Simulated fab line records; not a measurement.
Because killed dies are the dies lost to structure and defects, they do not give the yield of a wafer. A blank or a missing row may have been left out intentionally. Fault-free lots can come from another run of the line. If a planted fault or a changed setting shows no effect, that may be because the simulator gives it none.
Chamber matching    flow n5 finfet    rie si-02 running N5_BEOL_M0_SAQP_MANDREL1_REMOVE_100: 4 sister chambers
The step chemistry HBr/Cl2/O2, target a-Si, stops on SiNx, bt time 10 s. 14 wafers are shown with their chamber, then 7 later ones without.

WAFERS WITH THEIR CHAMBER
wafer   chamber  throttle valve pct (%)  oes product au (a.u.)
L076.3  2        36.13                   1.009
L076.4  1        36.80                   0.955
L076.6  1        36.80                   0.972
L079.1  2        36.12                   1.015
L079.2  0        37.02                   0.991
L079.4  3        36.27                   0.987
L081.2  3        36.28                   0.996
L081.4  0        37.04                   1.006
L081.6  0        37.02                   0.994
L084.3  1        36.80                   0.964
L084.5  0        37.03                   0.993
L084.6  1        36.80                   0.966
L086.1  2        36.12                   1.018
L086.3  0        37.03                   0.995

SIGNATURES (means of the wafers above)
reading             chamber 0  chamber 1  chamber 2  chamber 3  scatter within a chamber
throttle valve pct  37.0280    36.8000    36.1233    36.2750    0.0063
oes product au      0.99580    0.96425    1.01400    0.99150    0.00608
Rule: for each reading, subtract the chamber's mean from the wafer's reading, divide by that reading's scatter and square the result; add these up over the readings and take the root, which gives the wafer's distance from the chamber. If the next closest chamber is less than 2 further off than the closest, the wafer can't be placed; otherwise it belongs to the closest. The scatter: the root of (the sum of the squares of (reading less its chamber's mean) over the shown wafers, divided by (wafers less chambers)).

WAFERS WITH NO CHAMBER GIVEN
wafer   throttle valve pct (%)  oes product au (a.u.)
L086.5  36.12                   1.017
L092.3  36.80                   0.972
L092.5  36.10                   1.023
L092.6  36.79                   0.969
L096.2  36.30                   0.989
L096.4  37.04                   0.993
L096.6  36.12                   1.010

EACH ONE'S CHAMBER
wafer   from the rows above  in truth
L086.5  2                    2
L092.3  1                    1
L092.5  2                    2
L092.6  1                    1
L096.2  3                    3
L096.4  0                    0
L096.6  2                    2
7 of 7 placed correctly. From these rows, 0 cannot be placed. Wrongly placed: 0.
